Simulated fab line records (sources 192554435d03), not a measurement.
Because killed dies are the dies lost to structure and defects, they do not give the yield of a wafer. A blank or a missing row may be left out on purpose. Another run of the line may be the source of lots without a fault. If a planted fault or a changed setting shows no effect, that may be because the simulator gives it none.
Split-lot experiment | flow n5_finfet | route with 1938 steps; 7 lots, 21 wafers read

## SPLIT DETAILS
At N5_BEOL_M0_SAQP_COAT_08 (resist thk 90 nm), the setting spin_rpm was moved away from the recipe's 1500 rpm on 5 of the 21 wafers read, by +6.9% to +7.8%. All remaining wafers had this setting at the recipe value.

## FROM THE SPLIT TO THE READING: what the file shows between them, 5 steps
- N5_BEOL_M0_SAQP_EBR_10
- N5_BEOL_M0_SAQP_SOFTBAKE_09: time 60 s
- N5_BEOL_M0_SAQP_EXPOSE_11: exposes mask M0 CORE, target cd 42 nm
- N5_BEOL_M0_SAQP_PEB_12: peb time 60 s
- N5_BEOL_M0_SAQP_DEVELOP_13: develop time 30 s

## THE READING
CAR-ArF_of_BEOL_M0_SAQP_COAT_08.thk_nm (the simulator's own value, which no gauge read), in nm, at N5_BEOL_M0_SAQP_DESCUM_19 (chemistry O2, time 7.9 s). The file gives no usual value for it. Average 83.3 nm, standard deviation 0.22 nm, over the 16 wafers here run with the recipe.

wafer  | tool, chamber at the split | spin_rpm as run, rpm | against the recipe | CAR-ArF_of_BEOL_M0_SAQP_COAT_08.thk_nm, nm | against lot-mates on the recipe
L074.2 | litho_track-02, 0          | 1500                 | recipe             | 83.4                                       | -
L074.3 | litho_track-02, 0          | 1617                 | +7.8%              | 80                                         | -3.4
L074.5 | litho_track-02, 0          | 1617                 | +7.8%              | 80.2                                       | -3.2
L078.2 | litho_track-01, 0          | 1500                 | recipe             | 83.4                                       | -
L078.5 | litho_track-01, 0          | 1500                 | recipe             | 83.4                                       | -
L078.4 | litho_track-01, 0          | 1500                 | recipe             | 83.2                                       | -
L082.1 | litho_track-01, 0          | 1500                 | recipe             | 83.2                                       | -
L082.5 | litho_track-01, 0          | 1500                 | recipe             | 83.2                                       | -
L082.3 | litho_track-01, 0          | 1500                 | recipe             | 83.6                                       | -
L088.3 | litho_track-04, 0          | 1500                 | recipe             | 83.2                                       | -
L088.4 | litho_track-04, 0          | 1500                 | recipe             | 83.8                                       | -
L088.6 | litho_track-04, 0          | 1500                 | recipe             | 83.4                                       | -
L094.1 | litho_track-04, 0          | 1500                 | recipe             | 83                                         | -
L094.5 | litho_track-04, 0          | 1500                 | recipe             | 83                                         | -
L094.6 | litho_track-04, 0          | 1500                 | recipe             | 83                                         | -
L095.1 | litho_track-01, 0          | 1603                 | +6.9%              | 80.6                                       | -2.9
L095.2 | litho_track-01, 0          | 1500                 | recipe             | 83.4                                       | -
L095.4 | litho_track-01, 0          | 1500                 | recipe             | 83.6                                       | -
L096.4 | litho_track-01, 0          | 1609                 | +7.3%              | 80.6                                       | -2.8
L096.6 | litho_track-01, 0          | 1609                 | +7.3%              | 80.6                                       | -2.8
L096.5 | litho_track-01, 0          | 1500                 | recipe             | 83.4                                       | -

FIT RESULTS
A straight line over all 21 wafers: CAR-ArF_of_BEOL_M0_SAQP_COAT_08.thk_nm changes by -0.396 nm for each +1% of spin_rpm; r = -0.99; the points scatter about the line by 0.22 nm.
The same after taking each lot's own level away (the mean of its wafers on the recipe; 21 wafers): -0.409 nm for each +1%; r = -0.99; scatter 0.15 nm.
That fit puts the effect of the largest move of spin_rpm on the reading at 3.2 nm.
Across the lots, their own levels run from 83.00 to 83.50 nm, a range of 2.3 times the standard deviation given above.
Consequently the slope shifts little with the lot-to-lot level, the two slopes agreeing.
Check: for one of the wafers moved furthest among these (+7.8%), held out of the fit, the line's prediction against its lot-mates is -3.12 nm. It came out at -3.4 nm against them.

## THESE WAFERS: OTHER SPLITS
Note: prior to the reading, these wafers also went through further splits. Each is held against what the fit with the lots' levels taken away leaves over:
other split on the same wafers        | wafers away from the commonest value | r with CAR-ArF_of_BEOL_M0_SAQP_COAT_08.thk_nm (lot level and that fit taken away)
N5_GATE_CUT_COAT_07 spin_rpm          | 7                                    | -0.02
N5_MOL_CONTACT_COAG_EXPOSE_81 dose_mj | 6                                    | -0.42
N5_BEOL_M0_SAQP_COAT_81 spin_rpm      | 6                                    | +0.07

## THE WHOLE CHAIN: every reading that the file lists as answering this split, in the file's order
step                       | what it does             | reading                                                                                 | change (the file's fit)               | r (the file's)
N5_BEOL_M0_SAQP_COAT_08    | resist thk 90 nm         | CAR-ArF_of_BEOL_M0_SAQP_COAT_08.thk_nm (the simulator's own value, which no gauge read) | -0.402 nm for each +1% of the setting | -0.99
N5_BEOL_M0_SAQP_DEVELOP_13 | develop time 30 s        | CAR-ArF_of_BEOL_M0_SAQP_COAT_08.thk_nm (the simulator's own value, which no gauge read) | -0.392 nm for each +1% of the setting | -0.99
N5_BEOL_M0_SAQP_DESCUM_19  | chemistry O2, time 7.9 s | CAR-ArF_of_BEOL_M0_SAQP_COAT_08.thk_nm (the simulator's own value, which no gauge read) | -0.41 nm for each +1% of the setting  | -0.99

## FILE'S OWN FIT
CAR-ArF_of_BEOL_M0_SAQP_COAT_08.thk_nm changes by -0.41 nm for each +1% of spin_rpm, r = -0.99.
